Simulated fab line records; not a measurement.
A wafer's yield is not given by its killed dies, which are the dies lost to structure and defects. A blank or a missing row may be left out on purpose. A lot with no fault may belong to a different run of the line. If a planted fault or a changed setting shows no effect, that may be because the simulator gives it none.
Matching of chambers ; flow n5_finfet ; N5_BEOL_M3_ETCH_77 on rie_diel-03 has 4 sister chambers
The step etches underlayer in N2/H2, target depth 6.5 nm, time 5.2 s. 4 wafers are shown with their chamber, then 9 later ones without.

== EACH WAFER AND ITS CHAMBER ==
wafer;chamber;showerhead_plenum_p_Torr (Torr)
L083.5;3;2.62
L083.6;0;2.42
L085.1;2;2.58
L085.6;1;2.51

== WAFERS MISSING THEIR CHAMBER ==
wafer;showerhead_plenum_p_Torr (Torr)
L084.2;2.62
L084.3;2.58
L084.6;2.62
L088.1;2.62
L088.3;2.42
L088.6;2.62
L097.1;2.41
L097.2;2.57
L097.6;2.57

== THE CHAMBER EACH PASSED THROUGH ==
wafer;from the rows above;in truth
L084.2;3;3
L084.3;2;2
L084.6;3;3
L088.1;3;3
L088.3;0;0
L088.6;3;3
L097.1;0;0
L097.2;2;2
L097.6;2;2
9 of 9 placed correctly. Number that these rows cannot place: 0. Number placed wrongly: 0.
How it was worked out, from the rows above alone: a wafer's distance from a chamber is the root of the sum, over the readings, of the square of ((its reading less the chamber's mean) divided by the reading's scatter). If the next closest chamber is less than 2 further off than the closest, the wafer can't be placed; otherwise it belongs to the closest. The mean given for a chamber averages the wafers shown for that chamber. The scatter (one wafer shown for each chamber): square how far every hidden wafer sits from the nearest shown wafer, average those squares and take the square root.
